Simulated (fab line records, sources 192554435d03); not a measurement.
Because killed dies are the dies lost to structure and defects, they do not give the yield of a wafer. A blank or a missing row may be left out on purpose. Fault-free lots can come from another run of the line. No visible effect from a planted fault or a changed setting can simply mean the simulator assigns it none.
fab line records -- flow n5-finfet -- part 2 of 2: steps 29 to 36 of 36
record lots=5, wafers=15, last-day=17
route steps=1938 shown BEOL_M3@985
lots that met no fault: taken from a fault-free run of the same line
start-h: hours from the record's first day to the start of the lot's first wafer shown -- wait-h: hours elapsed since this lot's preceding step -- " as in the row above -- L1.1+2: a row that stands for several wafers -- - no value, or no start given -- * or withheld: withheld -- < > ~ a bound
route shown NAME@n: NAME is a module with steps in the file, n the number in the route of the first one -- usual: mean/standard deviation of fault-free wafers -- same: alike in all rows -- chamber/n: place in a boat -- sites: the reading at each site -- _std_site: their standard deviation -- _edge_site: the outer-site mean with the inner-site mean subtracted -- radius-mm: how far each site lies from the wafer's centre -- mask NAME#n: copy n -- behind: tool/chamber where the wafer was last shaped -- hold: what put the lot on hold/how long, in hours/how the hold closed -- device: transistor that didn't switch, given as n, p or np -- end of line: tests run on the same wafers once the route is complete -- for a step that has no rows: nothing shown but its recipe -- killed: dies lost to structure and defects at the first sort, not the wafer's yield -- map: a wafer's dies, marking killed ones x, the rest . and places with no die _
set.NAME: the setting as run; set.NAME@STEP: as run at that earlier step -- model.NAME: the simulator's own value behind a step, which no gauge read
lots seen at some steps along the route; tables by step, rows by wafer
services: the hour from which a tool's chamber was out of use, counted from the record's first day as start-h (under 0 if before that day), plus the number of hours and why
## steps
# step N5_BEOL_M3_CMP_52
# recipe stop-on=SiOC, t-overpolish-s=6.8, down-force-psi=1, platen-rpm=50, clearing-platen-down-force-psi=1.5, clearing-platen-rpm=50, post-cmp-clean=cu-alkaline, target-thk-nm=40, clearing-platen-pad-velocity-m-s=0.99484, pad-velocity-m-s=0.99484
# usual barrier-field-endpoint-s=24.5/0.51, motor-current-A=6.2/0.5, overpolish-run-s=6.801/0.009, retaining-ring-pressure-frac=1.000/0.0046, time-to-endpoint-s=61.5/2.3
# same t-overpolish-s=6.8
lot.wafer,tool,chamber,start-h,wait-h,barrier-field-endpoint-s,motor-current-A,overpolish-run-s,retaining-ring-pressure-frac,time-to-endpoint-s
L076.3,cmp-03,0,161.20,0.2,24.5,5.7,6.801,1.000,61.6
L076.1,cmp-03,1,161.20,0.2,24.4,6.9,6.814,1.006,63.2
L076.6,cmp-03,3,161.20,0.2,24.3,6.4,6.799,1.001,60.1
L086.3,cmp-01,1,243.66,0.3,24.6,6.1,6.803,1.008,63.2
L086.4,cmp-01,2,243.66,0.3,24.6,6.5,6.805,0.991,63.3
L086.5,cmp-01,3,243.66,0.3,24.4,5.9,6.803,0.998,61.6
L092.3,cmp-01,2,264.97,0.2,24.8,6.4,6.794,0.996,63.9
L092.4,cmp-01,3,264.97,0.2,25.3,6.1,6.802,1.000,65.2
L092.5,cmp-01,1,264.97,0.2,24.2,5.8,6.777,0.999,61.7
L093.4,cmp-03,3,276.88,0.1,24.1,6.6,6.805,1.000,57.3
L093.2,cmp-03,2,276.88,0.1,23.9,5.7,6.814,0.997,60.5
L093.5,cmp-03,3,276.88,0.1,24.1,6.9,6.796,0.999,58.3
L094.2,cmp-01,2,278.71,0.2,24.6,6.8,6.798,1.007,61.9
L094.5,cmp-01,2,278.71,0.2,25.1,6.8,6.806,0.997,63.0
L094.6,cmp-01,3,278.71,0.2,24.5,5.8,6.810,0.999,62.8
# step N5_BEOL_M3_THK_MEAS_53
# recipe thk-meas-gauge=xrf, reads=Cu_of_BEOL_M3_ECD_50
# usual M3_THK=39.8/1.5
lot.wafer,tool,chamber,start-h,wait-h,M3_THK[nm]
L076.1,film-metro-02,-,161.46,-,40.7
L076.3,film-metro-02,-,161.46,-,40.3
L076.6,film-metro-02,-,161.46,-,40.3
L086.3,film-metro-01,-,243.88,-,39.2
L086.4,film-metro-01,-,243.88,-,39.7
L086.5,film-metro-01,-,243.88,-,38.2
L092.3,film-metro-02,-,265.19,-,40.9
L092.4,film-metro-02,-,265.19,-,40.1
L092.5,film-metro-02,-,265.19,-,39.8
L093.2,film-metro-02,-,277.18,-,38.4
L093.4,film-metro-02,-,277.18,-,40.8
L093.5,film-metro-02,-,277.18,-,39.5
L094.2,film-metro-02,-,279.01,-,41.7
L094.5,film-metro-02,-,279.01,-,42.0
L094.6,film-metro-02,-,279.01,-,42.1
# step N5_BEOL_M3_PRE_CLEAN_60
# recipe gas=NH3/H2, time-s=15, temp-c=*, rf-power-w=300
# usual heater-power-w=81/5.5, rf-fwd-power-W=297.1/1
lot.wafer,tool,chamber,start-h,wait-h,heater-power-w,rf-fwd-power-W
L076.1,cvd-co-02,2,161.50,0.0,84,296.5
L076.3,cvd-co-02,1,161.50,0.0,85,298.7
L076.6,cvd-co-02,0,161.50,0.0,75,298.3
L086.3,cvd-co-01,2,243.92,0.0,86,295.3
L086.4,cvd-co-01,1,243.92,0.0,81,296.4
L086.5,cvd-co-01,0,243.92,0.0,75,296.9
L092.3,cvd-co-02,1,265.23,0.0,85,297.3
L092.4,cvd-co-02,1,265.23,0.0,87,296.1
L092.5,cvd-co-02,2,265.23,0.0,87,297.9
L093.2,cvd-co-01,2,277.22,0.0,88,296.3
L093.4,cvd-co-01,2,277.22,0.0,87,295.2
L093.5,cvd-co-01,0,277.22,0.0,77,297.8
L094.2,cvd-co-02,1,279.04,0.0,85,297.2
L094.5,cvd-co-02,2,279.04,0.0,87,297.8
L094.6,cvd-co-02,1,279.04,0.0,86,297.6
# step N5_BEOL_M3_CO_CAP_55
# recipe material=Co, target-thk-a=20, temp-c=200, precursor=CCTBA/H2, pressure-torr=30, time-s=102.1
# usual heater-power-w=231/8.1
lot.wafer,tool,chamber,start-h,wait-h,heater-power-w
L076.1,cvd-co-02,2,161.54,0.0,238
L076.3,cvd-co-02,1,161.54,0.0,236
L076.6,cvd-co-02,0,161.54,0.0,217
L086.3,cvd-co-01,2,243.96,0.0,238
L086.4,cvd-co-01,1,243.96,0.0,228
L086.5,cvd-co-01,0,243.96,0.0,230
L092.3,cvd-co-02,1,265.27,0.0,244
L092.4,cvd-co-02,1,265.27,0.0,235
L092.5,cvd-co-02,2,265.27,0.0,238
L093.2,cvd-co-01,2,277.26,0.0,235
L093.4,cvd-co-01,2,277.26,0.0,245
L093.5,cvd-co-01,0,277.26,0.0,222
L094.2,cvd-co-02,1,279.08,0.0,237
L094.5,cvd-co-02,2,279.08,0.0,238
L094.6,cvd-co-02,1,279.08,0.0,235
# step N5_BEOL_M3_PRE_CLEAN_56
# recipe gas=NH3, time-s=15, temp-c=withheld, rf-power-w=300
# usual rf-fwd-power-W=294.3/1.6
lot.wafer,tool,chamber,start-h,wait-h,rf-fwd-power-W
L076.1,pecvd-04,2,161.63,0.1,293.3
L076.3,pecvd-04,0,161.63,0.1,293.7
L076.6,pecvd-04,1,161.63,0.1,294.5
L086.3,pecvd-04,2,244.05,0.1,294.0
L086.4,pecvd-04,2,244.05,0.1,292.3
L086.5,pecvd-04,1,244.05,0.1,294.4
L092.3,pecvd-02,0,265.37,0.1,293.1
L092.4,pecvd-02,2,265.37,0.1,295.6
L092.5,pecvd-02,2,265.37,0.1,296.5
L093.2,pecvd-04,1,277.35,0.1,292.9
L093.4,pecvd-04,0,277.35,0.1,292.8
L093.5,pecvd-04,2,277.35,0.1,293.2
L094.2,pecvd-04,2,279.17,0.1,294.7
L094.5,pecvd-04,0,279.17,0.1,291.6
L094.6,pecvd-04,1,279.17,0.1,292.7
# step N5_BEOL_M3_DEP_57
# recipe material=SiCN, target-thk-a=80, temp-c=withheld, precursor=3MS/NH3, pressure-torr=3, rf-w=202, time-s=14
# usual rf-fwd-power-W=199.1/1, showerhead-plenum-p-Torr=3.659/0.016, throttle-valve-pct=9.1/0.64
lot.wafer,tool,chamber,start-h,wait-h,rf-fwd-power-W,showerhead-plenum-p-Torr,throttle-valve-pct
L076.1,pecvd-04,2,161.65,0.0,198.7,3.681,8.4
L076.3,pecvd-04,0,161.65,0.0,197.3,3.667,9.9
L076.6,pecvd-04,1,161.65,0.0,198.9,3.641,8.7
L086.3,pecvd-04,2,244.07,0.0,198.9,3.676,8.4
L086.4,pecvd-04,2,244.07,0.0,198.8,3.681,8.4
L086.5,pecvd-04,1,244.07,0.0,198.2,3.644,8.6
L092.3,pecvd-02,0,265.41,0.0,198.7,3.680,8.7
L092.4,pecvd-02,2,265.41,0.0,199.1,3.679,8.9
L092.5,pecvd-02,2,265.41,0.0,199.3,3.669,9.5
L093.2,pecvd-04,1,277.37,0.0,199.0,3.643,8.8
L093.4,pecvd-04,0,277.37,0.0,196.1,3.672,10.1
L093.5,pecvd-04,2,277.37,0.0,200.0,3.680,8.2
L094.2,pecvd-04,2,279.20,0.0,199.7,3.678,8.5
L094.5,pecvd-04,0,279.20,0.0,197.6,3.661,10.0
L094.6,pecvd-04,1,279.20,0.0,200.4,3.641,8.6
# step N5_BEOL_M3_RS_MEAS_58
# recipe thk-meas-gauge=four-point-probe, reads=Co_of_BEOL_M3_CO_CAP_55+Cu_of_BEOL_M3_ECD_50+Co_of_BEOL_M3_CVD_47+TaN_of_BEOL_M3_ALD_84
# usual M3_RS=0.68/0.032
lot.wafer,tool,chamber,start-h,wait-h,M3_RS[ohm/sq]
L076.1,film-metro-02,-,161.72,0.0,0.66
L076.3,film-metro-02,-,161.72,0.0,0.67
L076.6,film-metro-02,-,161.72,0.0,0.66
L086.3,film-metro-01,-,244.14,0.1,0.69
L086.4,film-metro-01,-,244.14,0.1,0.68
L086.5,film-metro-01,-,244.14,0.1,0.71
L092.3,film-metro-01,-,265.48,0.1,0.66
L092.4,film-metro-01,-,265.48,0.1,0.68
L092.5,film-metro-01,-,265.48,0.1,0.67
L093.2,film-metro-01,-,277.44,0.1,0.71
L093.4,film-metro-01,-,277.44,0.1,0.65
L093.5,film-metro-01,-,277.44,0.1,0.68
L094.2,film-metro-01,-,279.27,0.1,0.64
L094.5,film-metro-01,-,279.27,0.1,0.63
L094.6,film-metro-01,-,279.27,0.1,0.63
# step N5_BEOL_M3_INSPECT_59
# recipe inspect-instrument=darkfield, mode=post-dep
# usual raw-defect-count=72/23
lot.wafer,tool,chamber,start-h,wait-h,raw-defect-count
L076.1,defect-inspect-02,-,161.74,0.0,106
L076.3,defect-inspect-02,-,161.74,0.0,86
L076.6,defect-inspect-02,-,161.74,0.0,94
L086.3,defect-inspect-01,-,244.17,0.0,105
L086.4,defect-inspect-01,-,244.17,0.0,68
L086.5,defect-inspect-01,-,244.17,0.0,88
L092.3,defect-inspect-01,-,265.51,0.0,134
L092.4,defect-inspect-01,-,265.51,0.0,28
L092.5,defect-inspect-01,-,265.51,0.0,70
L093.2,defect-inspect-02,-,277.47,0.0,68
L093.4,defect-inspect-02,-,277.47,0.0,43
L093.5,defect-inspect-02,-,277.47,0.0,56
L094.2,defect-inspect-01,-,279.29,0.0,64
L094.5,defect-inspect-01,-,279.29,0.0,78
L094.6,defect-inspect-01,-,279.29,0.0,34
## services
tool,chamber,start-h,hours,kind
ecd-cu-02,-,140.71,0.5,repair
cmp-03,-,143.16,0.8,repair
cvd-co-02,-,144.26,3.0,repair
cmp-01,-,144.48,7.2,repair
cvd-co-01,-,147.27,6.0,pm
wet-bench-01,-,157.71,1.9,pm
cvd-co-01,2,167.15,10.9,repair
cvd-co-01,1,167.27,34.5,repair
ald-metal-01,-,168.85,0.6,repair
pvd-sputter-02,-,174.26,5.0,repair
cvd-co-02,-,178.10,0.3,repair
ald-metal-01,2,178.30,7.8,repair
cmp-01,-,181.22,2.8,repair
pecvd-02,-,181.53,0.9,repair
wet-bench-02,-,186.84,1.3,repair
cvd-co-01,-,202.00,3.4,repair
cmp-01,-,215.29,4.0,pm
ecd-cu-02,-,216.81,1.1,repair
cmp-01,-,221.98,3.3,repair
ald-metal-01,-,226.76,1.6,repair
cmp-01,-,241.36,0.4,repair
wet-bench-01,-,246.55,9.4,repair
pecvd-04,-,247.94,0.7,repair
cmp-01,-,248.38,7.0,repair
